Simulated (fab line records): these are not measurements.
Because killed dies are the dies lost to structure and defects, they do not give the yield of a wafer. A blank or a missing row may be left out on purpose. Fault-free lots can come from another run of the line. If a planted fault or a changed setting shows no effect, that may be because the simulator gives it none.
fab line records    flow nand-harc    part 1 of 2: steps 1 to 16 of 27
[record] lots = 5  wafers = 15  last-day = 34
route steps=1302 shown A_CHANNEL_HOLE_D1@468 A_CHANNEL_FILL_D1@490
lots with no fault: from the same line, run without faults
start-h: hours from the record's first day to the start of the lot's first wafer shown    wait-h: hours elapsed since this lot's preceding step    " as in the row above    L1.1+2: a row that stands for several wafers    - no value present, or no start provided    * or withheld: withheld    < > ~ a bound
route shown NAME@n: NAME is a module with steps in the file, n the number in the route of the first one    usual: average and standard deviation across the fault-free wafers    same: alike in all rows    chamber/n: place in a boat    sites: each site's reading    _std_site: standard deviation across them    _edge_site: mean of outer sites minus mean of inner sites    radius-mm: for every site, how far away it sits from the centre of the wafer    mask NAME#n: copy n    behind: the last tool/chamber to shape the wafer    hold: why the lot was held/for how many hours/how that ended    device: whichever transistor did not switch (one of n, p or np)    end of line: the tests these same wafers got at the end of their route    for a step that has no rows: nothing shown but its recipe    killed: at the first sort, the dies lost to defects and structure; wafer yield is something else    map: shows each die of a wafer: x if killed, . if not, _ if none is there
set.NAME: the setting the step ran with; set.NAME@STEP: the setting that earlier step ran with    model.NAME: the simulator's own value behind a step, which no gauge read
certain route steps with their lots: each step a table, each wafer a row
services: the hour from which a tool's chamber was out of use, counted from the record's first day as start-h (under 0 if before that day), plus the number of hours and why
[[steps]]
[step NHARC_A_CHANNEL_HOLE_D1_ETCH_34]
[recipe] target-depth-a = 1540  time-s = 77  cf4-flow-sccm = 100  chf3-flow-sccm = 30  ar-flow-sccm = 0  rf-w = 500  bias-w = 200  chemistry = CF4/CHF3
[usual] drypump-motor-current-A = 5.8/0.38  oes-product-au = 0.951/0.023  rf-vpp-V = 369.6/2.2  showerhead-plenum-p-Torr = 1.54/0.061  throttle-valve-pct = 16.803/0.01
lot.wafer  tool         chamber  start-h  wait-h  drypump-motor-current-A  oes-product-au  rf-hours-counter-h  rf-vpp-V  showerhead-plenum-p-Torr  throttle-valve-pct
L077.4     rie-diel-02  2        -        -       6.0                      0.911           49                  368.9     1.54                      16.805
L077.3     "            0        "        "       5.6                      0.932           43                  367.2     1.49                      16.808
L077.6     "            2        "        "       6.0                      0.911           -                   368.8     1.54                      16.796
L079.2     rie-diel-06  2        -        -       5.3                      0.971           7                   367.1     1.47                      16.820
L079.4     "            3        "        "       6.2                      0.976           6                   370.2     1.54                      16.802
L079.6     "            2        "        "       5.3                      0.962           -                   367.5     1.47                      16.798
L081.3     rie-diel-06  1        -        -       5.7                      0.959           8                   370.4     1.59                      16.797
L081.2     "            0        "        "       6.1                      0.969           8                   367.4     1.51                      16.793
L081.5     "            1        "        "       5.6                      0.962           -                   371.2     1.59                      16.795
L083.1     rie-diel-06  2        -        -       5.3                      0.928           9                   366.0     1.46                      16.802
L083.2     "            3        "        "       6.2                      0.924           11                  367.3     1.54                      16.807
L083.5     "            0        "        "       6.2                      0.917           -                   368.3     1.50                      16.802
L097.1     rie-diel-06  2        -        -       5.3                      0.932           10                  366.1     1.46                      16.803
L097.4     "            1        "        "       5.6                      0.926           9                   371.4     1.59                      16.792
L097.5     "            3        "        "       6.2                      0.927           -                   369.0     1.54                      16.797
[step NHARC_A_CHANNEL_HOLE_D1_ETCH_16]
[recipe] target-depth-a = 31000  over-etch-frac = 0.3  time-s = 806  ion-energy-ev = 150  o2-flow-sccm = 400  cos-flow-sccm = 20  ar-flow-sccm = 0  rf-w = 500  bias-w = 300  chemistry = O2/COS
[usual] cos-flow-sccm = 20.01/0.062  drypump-motor-current-A = 5.8/0.38  oes-product-au = 1.001/0.0086  rf-vpp-V = 313.4/1.9  showerhead-plenum-p-Torr = 3.07/0.12  throttle-valve-pct = 28.329/0.0097
lot.wafer  tool         chamber  start-h  wait-h  cos-flow-sccm  drypump-motor-current-A  oes-product-au  rf-hours-counter-h  rf-vpp-V  showerhead-plenum-p-Torr  throttle-valve-pct
L077.3     rie-diel-02  3        -        -       19.99          5.2                      0.989           48                  314.9     3.22                      28.342
L077.4     "            0        "        "       20.05          5.6                      0.997           43                  310.8     2.96                      28.349
L077.6     "            3        "        "       20.09          5.2                      0.989           -                   315.8     3.22                      28.344
L079.2     rie-diel-06  0        -        -       20.05          6.2                      0.999           6                   313.4     2.99                      28.331
L079.4     "            1        "        "       20.00          5.7                      1.010           7                   315.9     3.16                      28.328
L079.6     "            0        "        "       19.98          6.2                      1.006           -                   311.5     2.99                      28.332
L081.2     rie-diel-06  3        -        -       20.07          6.2                      0.992           8                   313.5     3.06                      28.315
L081.3     "            0        "        "       20.00          6.1                      1.001           8                   312.7     2.99                      28.330
L081.5     "            3        "        "       19.98          6.2                      0.997           -                   314.6     3.06                      28.323
L083.1     rie-diel-06  2        -        -       19.87          5.3                      1.003           9                   309.7     2.91                      28.333
L083.2     "            3        "        "       19.93          6.2                      1.000           11                  314.4     3.06                      28.330
L083.5     "            1        "        "       19.99          5.6                      0.994           -                   315.3     3.16                      28.309
L097.1     rie-diel-06  0        -        -       19.93          6.1                      0.995           9                   311.5     2.98                      28.350
L097.4     "            2        "        "       19.97          5.3                      1.003           10                  310.2     2.90                      28.337
L097.5     "            1        "        "       20.03          5.6                      1.002           -                   316.5     3.16                      28.330
[step NHARC_A_CHANNEL_HOLE_D1_CD_MEAS_18]
[usual] cd-nm = 99.3/1.5
lot.wafer  tool       chamber  start-h  wait-h  cd-nm
L077.3     cd-sem-02  -        207.79   -       98.8
L077.4     "          -        "        "       96.7
L077.6     "          -        "        "       98.2
L079.2     cd-sem-01  -        227.17   -       101.3
L079.4     "          -        "        "       99.4
L079.6     "          -        "        "       100.5
L081.2     cd-sem-01  -        243.60   -       99.0
L081.3     "          -        "        "       99.9
L081.5     "          -        "        "       99.3
L083.1     cd-sem-01  -        277.70   -       98.6
L083.2     "          -        "        "       98.7
L083.5     "          -        "        "       99.6
L097.1     cd-sem-02  -        410.63   -       97.8
L097.4     "          -        "        "       100.5
L097.5     "          -        "        "       99.0
[step NHARC_A_CHANNEL_HOLE_D1_ETCH_19]
[recipe] bias-v = 1200  source-w = 2500  pressure-mtorr = 15  time-s = 34.5  ar-flow-sccm = 375  c4f8-flow-sccm = 28.8  o2-flow-sccm = 96.2  temp-c = -20  target-depth-a = *  chemistry = C4F8/O2/Ar
[usual] drypump-motor-current-A = 5.83/0.13  showerhead-plenum-p-Torr = 3.69/0.19  throttle-valve-pct = 37.038/0.0082
lot.wafer  tool         chamber  start-h  wait-h  drypump-motor-current-A  rf-hours-counter-h  showerhead-plenum-p-Torr  throttle-valve-pct
L077.3     har-etch-02  0        207.90   0.1     5.90                     -                   3.46                      37.044
L077.4     "            1        "        "       5.64                     -                   3.44                      37.033
L077.6     "            0        "        "       5.94                     -                   3.46                      37.036
L079.2     har-etch-01  1        227.24   0.1     5.97                     110                 3.64                      37.049
L079.4     "            0        "        "       5.81                     -                   3.77                      37.045
L079.6     "            1        "        "       5.93                     -                   3.64                      37.032
L081.2     har-etch-01  1        243.67   0.1     5.94                     118                 3.64                      37.050
L081.3     "            1        "        "       5.96                     -                   3.64                      37.047
L081.5     "            0        "        "       5.82                     -                   3.76                      37.043
L083.1     har-etch-02  0        278.82   1.1     5.94                     360                 3.44                      37.039
L083.2     "            1        "        "       5.63                     345                 3.99                      37.035
L083.5     "            0        "        "       5.92                     -                   3.44                      37.035
L097.1     har-etch-01  1        412.02   1.4     5.97                     225                 3.58                      37.041
L097.4     "            0        "        "       5.83                     -                   3.70                      37.038
L097.5     "            0        "        "       5.84                     -                   3.70                      37.036
[step NHARC_A_CHANNEL_HOLE_D1_ETCH_20]
[recipe] bias-v = 3000  source-w = withheld  pressure-mtorr = 20  time-s = 361.9  ar-flow-sccm = 375  c4f8-flow-sccm = 89.3  o2-flow-sccm = 35.7  temp-c = -20  target-depth-a = 16000  chemistry = C4F8/O2/Ar
[usual] drypump-motor-current-A = 5.83/0.13  showerhead-plenum-p-Torr = 3.65/0.18  throttle-valve-pct = 32.155/0.01
lot.wafer  tool         chamber  start-h  wait-h  drypump-motor-current-A  rf-hours-counter-h  showerhead-plenum-p-Torr  throttle-valve-pct
L077.3     har-etch-02  0        208.08   0.2     5.87                     -                   3.43                      32.156
L077.4     "            1        "        "       5.63                     -                   3.41                      32.147
L077.6     "            0        "        "       5.87                     -                   3.43                      32.148
L079.2     har-etch-01  1        227.36   0.1     5.94                     110                 3.60                      32.160
L079.4     "            0        "        "       5.83                     -                   3.72                      32.151
L079.6     "            1        "        "       5.92                     -                   3.61                      32.170
L081.2     har-etch-01  1        243.78   0.1     5.99                     118                 3.60                      32.171
L081.3     "            1        "        "       5.97                     -                   3.60                      32.146
L081.5     "            0        "        "       5.84                     -                   3.72                      32.146
L083.1     har-etch-02  0        278.94   0.1     5.92                     360                 3.41                      32.143
L083.2     "            1        "        "       5.62                     345                 3.93                      32.158
L083.5     "            0        "        "       5.98                     -                   3.41                      32.152
L097.1     har-etch-01  1        412.17   0.1     5.98                     225                 3.54                      32.162
L097.4     "            0        "        "       5.83                     -                   3.66                      32.152
L097.5     "            0        "        "       5.84                     -                   3.66                      32.148
[step NHARC_A_CHANNEL_HOLE_D1_ETCH_21]
[recipe] bias-v = 3000  source-w = withheld  pressure-mtorr = 20  time-s = 514.3  ar-flow-sccm = 375  c4f8-flow-sccm = 89.3  o2-flow-sccm = 35.7  temp-c = -20  target-depth-a = 16000  chemistry = C4F8/O2/Ar
[usual] drypump-motor-current-A = 5.82/0.13  showerhead-plenum-p-Torr = 3.65/0.18  throttle-valve-pct = 32.155/0.0091
lot.wafer  tool         chamber  start-h  wait-h  drypump-motor-current-A  rf-hours-counter-h  showerhead-plenum-p-Torr  throttle-valve-pct
L077.3     har-etch-02  0        208.44   0.3     5.85                     -                   3.43                      32.152
L077.4     "            1        "        "       5.64                     -                   3.41                      32.137
L077.6     "            0        "        "       5.85                     -                   3.43                      32.162
L079.2     har-etch-01  1        227.67   0.3     6.00                     111                 3.60                      32.163
L079.4     "            0        "        "       5.82                     -                   3.72                      32.153
L079.6     "            1        "        "       5.99                     -                   3.61                      32.162
L081.2     har-etch-01  1        244.10   0.3     5.94                     118                 3.60                      32.160
L081.3     "            1        "        "       5.94                     -                   3.60                      32.153
L081.5     "            0        "        "       5.85                     -                   3.72                      32.148
L083.1     har-etch-02  0        279.25   0.3     5.94                     361                 3.41                      32.157
L083.2     "            1        "        "       5.64                     345                 3.93                      32.156
L083.5     "            0        "        "       5.91                     -                   3.41                      32.166
L097.1     har-etch-01  1        412.50   0.3     6.00                     225                 3.54                      32.134
L097.4     "            0        "        "       5.83                     -                   3.66                      32.143
L097.5     "            0        "        "       5.83                     -                   3.66                      32.166
[step NHARC_A_CHANNEL_HOLE_D1_ETCH_22]
[recipe] bias-v = 3000  source-w = withheld  pressure-mtorr = 20  time-s = 666.7  ar-flow-sccm = 375  c4f8-flow-sccm = 89.3  o2-flow-sccm = 35.7  temp-c = -20  target-depth-a = 16000  chemistry = C4F8/O2/Ar
[usual] drypump-motor-current-A = 5.82/0.13  showerhead-plenum-p-Torr = 3.65/0.18  throttle-valve-pct = 32.154/0.0089
lot.wafer  tool         chamber  start-h  wait-h  drypump-motor-current-A  rf-hours-counter-h  showerhead-plenum-p-Torr  throttle-valve-pct
L077.3     har-etch-02  0        208.92   0.4     5.89                     -                   3.43                      32.161
L077.4     "            1        "        "       5.64                     -                   3.40                      32.156
L077.6     "            0        "        "       5.86                     -                   3.43                      32.161
L079.2     har-etch-01  1        228.12   0.4     5.92                     111                 3.60                      32.154
L079.4     "            0        "        "       5.81                     -                   3.72                      32.167
L079.6     "            1        "        "       5.96                     -                   3.60                      32.153
L081.2     har-etch-01  1        244.54   0.4     5.97                     119                 3.60                      32.156
L081.3     "            1        "        "       5.95                     -                   3.60                      32.146
L081.5     "            0        "        "       5.82                     -                   3.72                      32.161
L083.1     har-etch-02  0        279.69   0.4     5.88                     361                 3.41                      32.167
L083.2     "            1        "        "       5.63                     346                 3.93                      32.141
L083.5     "            0        "        "       5.89                     -                   3.41                      32.156
L097.1     har-etch-01  1        412.97   0.4     5.96                     226                 3.54                      32.168
L097.4     "            0        "        "       5.84                     -                   3.66                      32.155
L097.5     "            0        "        "       5.84                     -                   3.66                      32.161
[step NHARC_A_CHANNEL_HOLE_D1_ETCH_23]
[recipe] bias-v = 5000  source-w = withheld  pressure-mtorr = 20  time-s = 819  ar-flow-sccm = 375  c4f8-flow-sccm = 89.3  o2-flow-sccm = 35.7  temp-c = -20  target-depth-a = 16000  chemistry = C4F8/O2/Ar
[usual] drypump-motor-current-A = 5.82/0.13  showerhead-plenum-p-Torr = 3.65/0.18  throttle-valve-pct = 32.154/0.0099
lot.wafer  tool         chamber  start-h  wait-h  drypump-motor-current-A  rf-hours-counter-h  showerhead-plenum-p-Torr  throttle-valve-pct
L077.3     har-etch-02  0        209.52   0.5     5.90                     -                   3.43                      32.141
L077.4     "            1        "        "       5.64                     -                   3.41                      32.143
L077.6     "            0        "        "       5.88                     -                   3.43                      32.145
L079.2     har-etch-01  1        228.68   0.5     5.97                     112                 3.60                      32.159
L079.4     "            0        "        "       5.82                     -                   3.72                      32.144
L079.6     "            1        "        "       5.97                     -                   3.60                      32.149
L081.2     har-etch-01  1        245.10   0.5     5.96                     119                 3.60                      32.170
L081.3     "            1        "        "       5.94                     -                   3.60                      32.169
L081.5     "            0        "        "       5.83                     -                   3.72                      32.143
L083.1     har-etch-02  0        280.26   0.5     5.96                     362                 3.41                      32.147
L083.2     "            1        "        "       5.62                     346                 3.93                      32.165
L083.5     "            0        "        "       5.95                     -                   3.41                      32.150
L097.1     har-etch-01  1        413.55   0.5     5.96                     226                 3.54                      32.147
L097.4     "            0        "        "       5.81                     -                   3.66                      32.156
L097.5     "            0        "        "       5.82                     -                   3.66                      32.152
[step NHARC_A_CHANNEL_HOLE_D1_ETCH_24]
[recipe] bias-v = 5000  source-w = withheld  pressure-mtorr = 20  time-s = 906.2  ar-flow-sccm = 375  c4f8-flow-sccm = 93.8  o2-flow-sccm = 31.2  temp-c = -20  target-depth-a = 15000  chemistry = C4F8/O2/Ar
[usual] drypump-motor-current-A = 5.83/0.13  showerhead-plenum-p-Torr = 3.65/0.18  throttle-valve-pct = 32.236/0.0094
lot.wafer  tool         chamber  start-h  wait-h  drypump-motor-current-A  rf-hours-counter-h  showerhead-plenum-p-Torr  throttle-valve-pct
L077.3     har-etch-02  0        210.24   0.6     5.92                     -                   3.43                      32.229
L077.4     "            1        "        "       5.64                     -                   3.40                      32.246
L077.6     "            0        "        "       5.91                     -                   3.43                      32.241
L079.2     har-etch-01  1        229.37   0.6     5.98                     112                 3.60                      32.226
L079.4     "            0        "        "       5.83                     -                   3.72                      32.242
L079.6     "            1        "        "       5.95                     -                   3.60                      32.231
L081.2     har-etch-01  1        245.78   0.6     5.99                     120                 3.60                      32.230
L081.3     "            1        "        "       5.97                     -                   3.59                      32.234
L081.5     "            0        "        "       5.83                     -                   3.71                      32.235
L083.1     har-etch-02  0        280.95   0.6     5.88                     362                 3.40                      32.227
L083.2     "            1        "        "       5.63                     347                 3.93                      32.247
L083.5     "            0        "        "       5.89                     -                   3.40                      32.240
L097.1     har-etch-01  1        414.26   0.6     5.93                     227                 3.54                      32.221
L097.4     "            0        "        "       5.81                     -                   3.65                      32.243
L097.5     "            0        "        "       5.80                     -                   3.65                      32.244
[step NHARC_A_CHANNEL_HOLE_D1_ETCH_25]
[recipe] bias-v = 5000  source-w = withheld  pressure-mtorr = 20  time-s = 1040.2  ar-flow-sccm = 375  c4f8-flow-sccm = 93.8  o2-flow-sccm = 31.2  temp-c = -20  target-depth-a = 15000  chemistry = C4F8/O2/Ar
[usual] drypump-motor-current-A = 5.83/0.12  showerhead-plenum-p-Torr = 3.65/0.18  throttle-valve-pct = 32.235/0.0093
lot.wafer  tool         chamber  start-h  wait-h  drypump-motor-current-A  rf-hours-counter-h  showerhead-plenum-p-Torr  throttle-valve-pct
L077.3     har-etch-02  0        211.05   0.7     5.94                     -                   3.43                      32.233
L077.4     "            1        "        "       5.64                     -                   3.40                      32.236
L077.6     "            0        "        "       5.93                     -                   3.42                      32.233
L079.2     har-etch-01  1        230.15   0.6     5.94                     113                 3.60                      32.220
L079.4     "            0        "        "       5.85                     -                   3.72                      32.249
L079.6     "            1        "        "       5.94                     -                   3.60                      32.232
L081.2     har-etch-01  1        246.55   0.6     5.96                     121                 3.60                      32.225
L081.3     "            1        "        "       5.92                     -                   3.60                      32.231
L081.5     "            0        "        "       5.83                     -                   3.71                      32.235
L083.1     har-etch-02  0        281.72   0.6     5.94                     363                 3.40                      32.233
L083.2     "            1        "        "       5.62                     348                 3.93                      32.247
L083.5     "            0        "        "       5.94                     -                   3.40                      32.225
L097.1     har-etch-01  1        415.04   0.7     5.96                     228                 3.54                      32.226
L097.4     "            0        "        "       5.83                     -                   3.65                      32.240
L097.5     "            0        "        "       5.83                     -                   3.65                      32.233
[step NHARC_A_CHANNEL_HOLE_D1_ETCH_26]
[recipe] bias-v = 300  source-w = 2000  pressure-mtorr = 30  time-s = 224.1  ar-flow-sccm = 375  c4f8-flow-sccm = 11.4  o2-flow-sccm = 113.6  temp-c = -20  target-depth-a = 3000  chemistry = C4F8/O2/Ar
[usual] drypump-motor-current-A = 5.82/0.13  showerhead-plenum-p-Torr = 3.69/0.19  throttle-valve-pct = 24.584/0.0093
lot.wafer  tool         chamber  start-h  wait-h  drypump-motor-current-A  rf-hours-counter-h  showerhead-plenum-p-Torr  throttle-valve-pct
L077.3     har-etch-02  0        211.70   0.5     5.89                     -                   3.46                      24.578
L077.4     "            1        "        "       5.63                     -                   3.43                      24.572
L077.6     "            0        "        "       5.89                     -                   3.46                      24.576
L079.2     har-etch-01  1        231.01   0.7     5.92                     114                 3.64                      24.576
L079.4     "            0        "        "       5.85                     -                   3.77                      24.587
L079.6     "            1        "        "       5.96                     -                   3.64                      24.589
L081.2     har-etch-01  1        247.41   0.7     5.97                     122                 3.64                      24.580
L081.3     "            1        "        "       5.95                     -                   3.64                      24.581
L081.5     "            0        "        "       5.83                     -                   3.76                      24.590
L083.1     har-etch-02  0        282.61   0.7     5.87                     364                 3.44                      24.578
L083.2     "            1        "        "       5.65                     349                 3.99                      24.557
L083.5     "            0        "        "       5.88                     -                   3.44                      24.569
L097.1     har-etch-01  1        415.80   0.6     5.97                     228                 3.58                      24.580
L097.4     "            0        "        "       5.83                     -                   3.70                      24.590
L097.5     "            0        "        "       5.83                     -                   3.70                      24.574
[step NHARC_A_CHANNEL_HOLE_D1_ETCH_33]
[recipe] bias-v = 400  source-w = 2000  pressure-mtorr = 25  time-s = 90  ar-flow-sccm = 375  c4f8-flow-sccm = 41.7  o2-flow-sccm = 83.3  temp-c = -20  target-depth-a = 4000  chemistry = C4F8/O2/Ar
[usual] drypump-motor-current-A = 5.82/0.13  showerhead-plenum-p-Torr = 3.69/0.19  throttle-valve-pct = 27.620/0.0095
lot.wafer  tool         chamber  start-h  wait-h  drypump-motor-current-A  rf-hours-counter-h  showerhead-plenum-p-Torr  throttle-valve-pct
L077.3     har-etch-02  0        211.90   0.2     5.88                     -                   3.46                      27.632
L077.4     "            1        "        "       5.63                     -                   3.43                      27.626
L077.6     "            0        "        "       5.92                     -                   3.46                      27.617
L079.2     har-etch-01  1        231.21   0.2     5.91                     114                 3.64                      27.627
L079.4     "            0        "        "       5.84                     -                   3.76                      27.629
L079.6     "            1        "        "       5.93                     -                   3.64                      27.602
L081.2     har-etch-01  1        247.61   0.2     6.00                     122                 3.64                      27.621
L081.3     "            1        "        "       5.96                     -                   3.64                      27.600
L081.5     "            0        "        "       5.84                     -                   3.76                      27.615
L083.1     har-etch-02  0        282.81   0.2     5.85                     364                 3.44                      27.632
L083.2     "            1        "        "       5.62                     349                 3.98                      27.608
L083.5     "            0        "        "       5.86                     -                   3.44                      27.615
L097.1     har-etch-01  1        416.00   0.2     5.94                     229                 3.58                      27.623
L097.4     "            0        "        "       5.85                     -                   3.70                      27.624
L097.5     "            0        "        "       5.83                     -                   3.70                      27.620
[step NHARC_A_CHANNEL_HOLE_D1_STRIP_41]
[recipe] n2-flow-sccm = 150  h2-flow-sccm = 150  ar-flow-sccm = 0  bias-w = 0  chemistry = N2/H2
lot.wafer   tool         chamber  start-h  wait-h
L077.4+3+6  rie-diel-04  2,3,1    212.37   0.4
L079.4+2+6  rie-diel-06  2,1,2    231.74   0.4
L081.2+3+5  rie-diel-06  0,3,1    248.24   0.6
L083.2+1+5  rie-diel-06  2,1,2    283.34   0.5
L097.1+4+5  rie-diel-04  3,0,2    416.51   0.5
[step NHARC_A_CHANNEL_HOLE_D1_STRIP_42]
[recipe] cf4-flow-sccm = 100  chf3-flow-sccm = 30  ar-flow-sccm = 0  bias-w = 0  chemistry = CF4/CHF3
lot.wafer   tool         chamber  start-h  wait-h
L077.4+3+6  rie-diel-04  2,1,3    212.46   0.1
L079.4+2+6  rie-diel-06  0,1,1    231.83   0.1
L081.3+2+5  rie-diel-06  3,0,3    248.76   0.5
L083.2+1+5  rie-diel-06  1,2,0    283.44   0.1
L097.1+4+5  rie-diel-04  2,3,0    416.64   0.1
[step NHARC_A_CHANNEL_HOLE_D1_STRIP_43]
[recipe] o2-flow-sccm = 400  cos-flow-sccm = 20  ar-flow-sccm = 0  bias-w = 0  chemistry = O2/COS
lot.wafer   tool         chamber  start-h  wait-h
L077.4+3+6  rie-diel-04  2,3,1    212.52   0.1
L079.2+4+6  rie-diel-06  3,0,2    231.90   0.1
L081.3+2+5  rie-diel-06  1,3,1    248.83   0.1
L083.2+1+5  rie-diel-06  0,1,1    283.53   0.1
L097.1+4+5  rie-diel-04  2,3,2    416.72   0.1
[step NHARC_A_CHANNEL_HOLE_D1_ETCH_44]
[recipe] target-depth-a = 1400  overetch-a = 140  time-s = 77  ion-energy-ev = 100  cf4-flow-sccm = 80  o2-flow-sccm = 20  ar-flow-sccm = 0  rf-w = 300  bias-w = 100  chemistry = CF4/O2
[usual] drypump-motor-current-A = 5.8/0.38  oes_o_777_au = 1.000/0.0041  oes-product-au = 1.001/0.0084  rf-vpp-V = 197.5/1.3  showerhead-plenum-p-Torr = 1.31/0.051  throttle-valve-pct = 13.398/0.0084
lot.wafer  tool         chamber  start-h  wait-h  drypump-motor-current-A  oes_o_777_au  oes-product-au  rf-hours-counter-h  rf-vpp-V  showerhead-plenum-p-Torr  throttle-valve-pct
L077.3     rie-diel-04  2        212.59   0.1     5.9                      1.003         1.004           5                   199.6     1.38                      13.383
L077.4     "            3        "        "       5.0                      0.994         1.010           6                   196.8     1.32                      13.393
L077.6     "            1        "        "       5.7                      0.998         0.990           -                   199.7     1.39                      13.394
L079.2     rie-diel-06  2        231.96   0.1     5.3                      1.005         0.999           7                   194.0     1.24                      13.406
L079.4     "            3        "        "       6.2                      0.991         1.000           6                   198.9     1.31                      13.412
L079.6     "            2        "        "       5.3                      0.995         1.004           -                   196.9     1.24                      13.381
L081.3     rie-diel-06  0        248.89   0.1     6.1                      1.003         1.006           9                   196.9     1.27                      13.389
L081.2     "            1        "        "       5.6                      1.011         0.995           9                   198.6     1.35                      13.398
L081.5     "            0        "        "       6.1                      1.000         1.010           -                   195.8     1.27                      13.410
L083.1     rie-diel-06  0        283.60   0.1     6.1                      1.002         1.007           12                  196.5     1.27                      13.405
L083.2     "            1        "        "       5.6                      0.994         1.000           13                  198.3     1.35                      13.408
L083.5     "            3        "        "       6.2                      1.004         1.000           -                   196.4     1.31                      13.403
L097.4     rie-diel-04  2        416.80   0.1     5.9                      1.004         1.008           17                  198.0     1.36                      13.400
L097.1     "            0        "        "       5.6                      0.999         1.019           16                  198.7     1.38                      13.403
L097.5     "            3        "        "       4.9                      1.006         1.018           -                   195.5     1.31                      13.392
